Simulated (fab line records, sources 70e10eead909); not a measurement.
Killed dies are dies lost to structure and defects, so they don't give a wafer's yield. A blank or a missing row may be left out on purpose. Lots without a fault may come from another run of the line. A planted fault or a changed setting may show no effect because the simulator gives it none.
Which tool did it? | flow nand_harc | 13 lots, 39 wafers sampled, at 6 steps of a route of 1302

WHAT THE GAUGES READ, wafer by wafer
NHARC_A_START_INSPECT_01.
lot  | measured     | on                | raw_defect_count
L452 | day 7 07:24  | defect_inspect-01 | 4 2 7
L454 | day 7 23:54  | defect_inspect-01 | 5 7 5
L455 | day 8 11:46  | defect_inspect-02 | 2 5 4
L457 | day 8 22:34  | defect_inspect-01 | 8 2 3
L459 | day 9 13:26  | defect_inspect-02 | 4 6 2
L461 | day 10 12:50 | defect_inspect-02 | 9 3 2
L464 | day 11 14:07 | defect_inspect-02 | 7 3 4
L469 | day 13 18:10 | defect_inspect-02 | 4 5 3
L470 | day 14 04:05 | defect_inspect-01 | 3 4 1
L471 | day 14 12:52 | defect_inspect-02 | 3 2 6
L472 | day 15 07:43 | defect_inspect-01 | 3 3 4
L473 | day 15 12:29 | defect_inspect-02 | 4 4 2
L475 | day 16 07:57 | defect_inspect-01 | 1 2 0

NHARC_A_ONON_D1_THK_MEAS_02: measures by ellipsometry.
lot  | measured     | on            | thk_nm (nm)
L452 | day 8 10:05  | film_metro-02 | 1009 1010 1010
L454 | day 9 00:40  | film_metro-02 | 999 1001 998
L455 | day 9 11:11  | film_metro-01 | 995 995 996
L457 | day 9 21:43  | film_metro-01 | 999 998 997
L459 | day 10 15:30 | film_metro-01 | 1001 1001 999
L461 | day 11 12:18 | film_metro-02 | 1017 1017 1017
L464 | day 12 15:49 | film_metro-01 | 1006 1004 1005
L469 | day 14 20:11 | film_metro-02 | 988 987 989
L470 | day 15 04:56 | film_metro-02 | 993 993 991
L471 | day 15 11:47 | film_metro-01 | 995 995 992
L472 | day 16 07:04 | film_metro-01 | 995 997 996
L473 | day 16 11:15 | film_metro-01 | 1000 1000 1002
L475 | day 17 11:32 | film_metro-02 | 1007 1009 1008

NHARC_A_ONON_D1_THK_MEAS_11: measures by ellipsometry.
lot  | measured     | on            | thk_nm (nm)
L452 | day 8 11:47  | film_metro-02 | 988 991 992
L454 | day 9 02:23  | film_metro-01 | 991 991 991
L455 | day 9 12:53  | film_metro-02 | 984 985 985
L457 | day 9 23:25  | film_metro-02 | 990 991 989
L459 | day 10 17:12 | film_metro-01 | 996 997 995
L461 | day 11 14:01 | film_metro-01 | 1723 1722 1722
L464 | day 12 17:30 | film_metro-01 | 1731 1731 1730
L469 | day 14 21:53 | film_metro-02 | 992 993 991
L470 | day 15 06:38 | film_metro-02 | 1001 1000 1000
L471 | day 15 13:28 | film_metro-01 | 1000 1002 1000
L472 | day 16 08:46 | film_metro-02 | 999 999 1002
L473 | day 16 12:56 | film_metro-02 | 992 993 993
L475 | day 17 13:16 | film_metro-01 | 1010 1010 1010

NHARC_END_SORT_01.
lot  | measured     | on        | killed_at_array | killed_at_other | killed_at_periphery | killed_dies | killed_open | killed_short
L461 | day 28 19:49 | prober-01 | 666 672 669     | 5 2 1           | 6 3 7               | 677 677 677 | 3 5 3       | 3 1 4
L464 | day 30 04:32 | prober-02 | 673 673 673     | 0 0 0           | 4 4 4               | 677 677 677 | 2 2 2       | 2 3 3

WHICH TOOL RAN EACH LOT (tool, then ch and the chambers of the sampled wafers, then the start)
lot  | NHARC_P_BONDPAD_PRE_CLEAN_26            | NHARC_A_ONON_D1_DEP_09
L452 | pvd_sputter-03, day 7 07:24 or earlier  | pecvd_onon-02 ch 0, day 8 11:24
L454 | pvd_sputter-03, day 7 23:54 or earlier  | pecvd_onon-03 ch 0, day 9 01:52
L455 | pvd_sputter-01, day 8 11:46 or earlier  | pecvd_onon-04 ch 0, day 9 12:26
L457 | pvd_sputter-02, day 8 22:34 or earlier  | pecvd_onon-03 ch 0, day 9 22:54
L459 | pvd_sputter-01, day 9 13:26 or earlier  | pecvd_onon-02 ch 0, day 10 16:41
L461 | pvd_sputter-02, day 10 12:50 or earlier | pecvd_onon-02 ch 0, day 11 13:33
L464 | pvd_sputter-01, day 11 14:07 or earlier | pecvd_onon-02 ch 0, day 12 16:59
L469 | pvd_sputter-01, day 13 18:10 or earlier | pecvd_onon-03 ch 0, day 14 21:23
L470 | pvd_sputter-01, day 14 04:05 or earlier | pecvd_onon-02 ch 0, day 15 06:08
L471 | pvd_sputter-03, day 14 12:52 or earlier | pecvd_onon-03 ch 0, day 15 12:58
L472 | pvd_sputter-02, day 15 07:43 or earlier | pecvd_onon-03 ch 0, day 16 08:16
L473 | pvd_sputter-02, day 15 12:29 or earlier | pecvd_onon-04 ch 0, day 16 12:26
L475 | pvd_sputter-03, day 16 07:57 or earlier | pecvd_onon-02 ch 0, day 17 12:45
- NHARC_P_BONDPAD_PRE_CLEAN_26: time 30 s.
- NHARC_A_ONON_D1_DEP_09: target thk 1000 nm.

WHAT THE TOOLS THEMSELVES READ (means of the sampled wafers that have a number; where no wafer has one, the mark that the record gives instead)
NHARC_P_BONDPAD_PRE_CLEAN_26.
lot  | tool           | heater_power_w (W)
L452 | pvd_sputter-03 | 424
L454 | pvd_sputter-03 | 407
L455 | pvd_sputter-01 | 397
L457 | pvd_sputter-02 | 340
L459 | pvd_sputter-01 | 409
L461 | pvd_sputter-02 | 444
L464 | pvd_sputter-01 | 415
L469 | pvd_sputter-01 | 426
L470 | pvd_sputter-01 | 406
L471 | pvd_sputter-03 | 394
L472 | pvd_sputter-02 | 415
L473 | pvd_sputter-02 | 417
L475 | pvd_sputter-03 | 410

NHARC_A_ONON_D1_DEP_09.
lot  | tool          | nh3_flow_sccm (sccm)
L452 | pecvd_onon-02 | 502.5
L454 | pecvd_onon-03 | 499.9
L455 | pecvd_onon-04 | 498.2
L457 | pecvd_onon-03 | 498.3
L459 | pecvd_onon-02 | 500.1
L461 | pecvd_onon-02 | 499.6
L464 | pecvd_onon-02 | 499.3
L469 | pecvd_onon-03 | 499.2
L470 | pecvd_onon-02 | 499.0
L471 | pecvd_onon-03 | 501.1
L472 | pecvd_onon-03 | 498.4
L473 | pecvd_onon-04 | 500.8
L475 | pecvd_onon-02 | 500.0

THE ANSWER, worked out from the rows above alone
Rule: what is usual is taken from the lots themselves. Put in order of their means at a reading, lots are off if they are a third of the lots or fewer, leave a main group of 4 or more, and stand apart from it by a gap of 3 or more times the standard deviation of the main group's means; of several such gaps the widest counts. A main group whose means are all the same, to the digits that the tables above print for the reading, isn't used. A lot without any number at a reading at which 4 lots or more have one is off too. The other lots that the step has rows for count as sound. The gauges are gone through in route order, then the tools' own readings, and for those a lot's mean is taken as printed above. The first step at which some lot is off is used, and at that step the reading that is off furthest; a lot without a number counts as furthest.
Off: L461, L464, at NHARC_A_ONON_D1_THK_MEAS_11 (thk_nm). The main group: mean 995 nm, standard deviation 6.7.
A tool fits if, at a process step before that reading, it ran every lot that is off, and no sound lot after the first of them. The gauges at NHARC_A_ONON_D1_THK_MEAS_11 are tried like those tools. NHARC_P_BONDPAD_PRE_CLEAN_26 gives no start for some lots, so the hours and the order of its lots are those of NHARC_A_START_INSPECT_01. None of those tried fits.

WHAT THE SIMULATOR HAD PUT IN
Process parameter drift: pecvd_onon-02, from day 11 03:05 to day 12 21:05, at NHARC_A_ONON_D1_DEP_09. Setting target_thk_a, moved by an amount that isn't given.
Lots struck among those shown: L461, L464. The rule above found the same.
